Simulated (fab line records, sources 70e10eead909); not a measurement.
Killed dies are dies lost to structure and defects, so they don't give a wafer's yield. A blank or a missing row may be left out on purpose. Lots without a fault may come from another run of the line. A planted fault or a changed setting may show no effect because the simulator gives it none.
Chamber matching | flow nand_harc | NHARC_A_STAIRCASE_TRIM_12 on rie_diel-10: 4 sister chambers
The step chemistry O2, time 211.2 s. 20 wafers are shown with their chamber, then 10 later ones without.

WAFERS WITH THEIR CHAMBER
wafer  | chamber | oes_product_au (a.u.) | showerhead_plenum_p_Torr (Torr) | rf_vpp_V (V)
L074.2 | 2       | 1.016                 | 3.30                            | 56.7
L074.3 | 0       | 1.013                 | 3.50                            | 57.8
L074.5 | 0       | 1.005                 | 3.50                            | 57.9
L075.2 | 3       | 1.004                 | 3.58                            | 57.0
L075.3 | 0       | 1.008                 | 3.50                            | 56.6
L075.5 | 0       | 1.017                 | 3.50                            | 57.7
L076.3 | 2       | 1.014                 | 3.30                            | 57.0
L076.5 | 2       | 1.010                 | 3.30                            | 57.0
L076.6 | 0       | 1.001                 | 3.50                            | 56.4
L088.2 | 1       | 0.987                 | 3.42                            | 56.8
L088.3 | 0       | 1.009                 | 3.48                            | 57.2
L088.6 | 0       | 1.009                 | 3.48                            | 56.9
L089.2 | 0       | 1.008                 | 3.47                            | 57.2
L089.3 | 3       | 1.014                 | 3.56                            | 59.1
L089.4 | 2       | 1.014                 | 3.80                            | 57.8
L090.4 | 3       | 1.006                 | 3.56                            | 57.6
L090.5 | 1       | 0.996                 | 3.42                            | 58.6
L090.6 | 2       | 1.021                 | 3.79                            | 59.1
L092.3 | 3       | 1.020                 | 3.55                            | 60.1
L092.4 | 0       | 1.016                 | 3.47                            | 57.9

SIGNATURES (means of the wafers above)
reading                  | chamber 0 | chamber 1 | chamber 2 | chamber 3 | scatter within a chamber
oes_product_au           | 1.00956   | 0.99150   | 1.01500   | 1.01100   | 0.00546
showerhead_plenum_p_Torr | 3.4889    | 3.4200    | 3.4980    | 3.5625    | 0.136
rf_vpp_V                 | 57.289    | 57.700    | 57.520    | 58.450    | 0.935
Rule: a wafer's distance from a chamber is the root of the sum, over the readings, of the square of ((its reading less the chamber's mean) divided by the reading's scatter). The wafer belongs to the nearest chamber; if the next one is less than 2 further off, it can't be placed. The scatter: the root of (the sum of the squares of (reading less its chamber's mean) over the shown wafers, divided by (wafers less chambers)).

WAFERS WITHOUT THEIR CHAMBER
wafer  | oes_product_au (a.u.) | showerhead_plenum_p_Torr (Torr) | rf_vpp_V (V)
L092.5 | 1.009                 | 3.47                            | 57.8
L094.1 | 1.011                 | 3.79                            | 58.3
L094.3 | 0.993                 | 3.41                            | 58.2
L094.6 | 1.012                 | 3.79                            | 58.2
L096.2 | 1.008                 | 3.54                            | 57.4
L096.4 | 0.994                 | 3.41                            | 58.5
L096.5 | 1.012                 | 3.54                            | 57.5
L097.1 | 1.022                 | 3.78                            | 59.7
L097.3 | 0.999                 | 3.41                            | 55.3
L097.5 | 1.019                 | 3.54                            | 57.5

WHICH CHAMBER EACH WENT THROUGH
wafer  | from the rows above               | in truth
L092.5 | can't be placed: 0 or 3 or 2      | 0
L094.1 | can't be placed: 3 or 2 or 0      | 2
L094.3 | 1                                 | 1
L094.6 | can't be placed: 3 or 2 or 0      | 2
L096.2 | can't be placed: 0 or 3 or 2      | 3
L096.4 | 1                                 | 1
L096.5 | can't be placed: 0 or 2 or 3      | 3
L097.1 | can't be placed: 3 or 2 or 0      | 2
L097.3 | can't be placed: 1 or 0 or 2 or 3 | 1
L097.5 | can't be placed: 2 or 0 or 3      | 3
Placed correctly: 2 of 10. Can't be placed from these rows: 8 (the true chamber is among the candidates in 8). Placed wrongly: 0.
